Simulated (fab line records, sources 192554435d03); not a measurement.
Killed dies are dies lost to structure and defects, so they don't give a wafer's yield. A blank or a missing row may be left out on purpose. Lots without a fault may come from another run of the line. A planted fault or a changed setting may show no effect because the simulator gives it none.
Which tool did it? | flow n5_finfet | 14 lots, 42 wafers sampled, at 2 steps of a route of 1938

WHAT THE GAUGES READ, wafer by wafer
N5_BEOL_M13_CD_MEAS_17: target cd 190 nm.
lot  | measured     | on        | cd_nm (nm)
L699 | day 11 06:38 | cd_sem-03 | 190.1 188.0 190.4
L700 | day 11 06:58 | cd_sem-02 | 192.8 191.2 191.0
L702 | day 11 09:13 | cd_sem-03 | 191.4 188.0 188.8
L703 | day 11 23:44 | cd_sem-03 | 189.0 188.8 190.1
L704 | day 12 06:46 | cd_sem-03 | 188.7 189.0 190.1
L706 | day 13 12:44 | cd_sem-01 | 190.2 187.4 187.1
L708 | day 13 15:37 | cd_sem-03 | 187.0 188.5 185.3
L712 | day 14 10:49 | cd_sem-02 | 187.5 188.6 190.2
L711 | day 14 17:08 | cd_sem-03 | 187.5 189.6 189.9
L714 | day 15 12:05 | cd_sem-02 | 191.2 190.0 190.3
L716 | day 15 15:55 | cd_sem-02 | 190.2 189.9 187.4
L720 | day 16 20:53 | cd_sem-03 | 188.8 190.9 192.1
L719 | day 17 04:31 | cd_sem-03 | 188.6 187.2 187.9
L721 | day 17 16:34 | cd_sem-01 | 188.9 186.8 191.9

N5_BEOL_M13_RS_MEAS_54: measures by four-point-probe.
lot  | measured     | on            | M13_RS (ohm/sq)
L699 | day 11 13:26 | film_metro-01 | 0.0438 0.0453 0.0441
L700 | day 11 14:30 | film_metro-01 | 0.0461 0.0450 0.0456
L702 | day 11 14:23 | film_metro-02 | 0.0444 0.0436 0.0436
L703 | day 12 05:19 | film_metro-01 | 0.0467 0.0461 0.0465
L704 | day 12 11:50 | film_metro-02 | 0.0451 0.0444 0.0458
L706 | day 13 17:52 | film_metro-02 | 0.0436 0.0443 0.0436
L708 | day 13 19:39 | film_metro-02 | 0.0465 0.0454 0.0448
L712 | day 14 15:52 | film_metro-01 | 0.0434 0.0439 0.0430
L711 | day 14 22:51 | film_metro-01 | 0.0439 0.0439 0.0445
L714 | day 15 17:54 | film_metro-01 | 0.0439 0.0447 0.0443
L716 | day 15 18:32 | film_metro-02 | 0.0445 0.0450 0.0448
L720 | day 17 05:56 | film_metro-01 | 0.0446 0.0441 0.0444
L719 | day 17 09:34 | film_metro-02 | 0.0443 0.0448 0.0440
L721 | day 17 20:50 | film_metro-02 | 0.0448 0.0442 0.0460

WHICH TOOL RAN EACH LOT (tool, then ch and the chambers of the sampled wafers, then the start)
The record holds no process step before these readings.

WHAT THE TOOLS THEMSELVES READ (means of the sampled wafers that have a number; where no wafer has one, the mark that the record gives instead)
The record holds no such reading with a usual standard deviation.

THE ANSWER, worked out from the rows above alone
Rule: what is usual is taken from the lots themselves. Put in order of their means at a reading, lots are off if they are a third of the lots or fewer, leave a main group of 4 or more, and stand apart from it by a gap of 3 or more times the standard deviation of the main group's means; of several such gaps the widest counts. A main group whose means are all the same, to the digits that the tables above print for the reading, isn't used. A lot without any number at a reading at which 4 lots or more have one is off too. The other lots that the step has rows for count as sound. The gauges are gone through in route order, then the tools' own readings, and for those a lot's mean is taken as printed above. The first step at which some lot is off is used, and at that step the reading that is off furthest; a lot without a number counts as furthest.
No lot is off at any reading shown: from this, nothing can be told.

WHAT THE SIMULATOR HAD PUT IN
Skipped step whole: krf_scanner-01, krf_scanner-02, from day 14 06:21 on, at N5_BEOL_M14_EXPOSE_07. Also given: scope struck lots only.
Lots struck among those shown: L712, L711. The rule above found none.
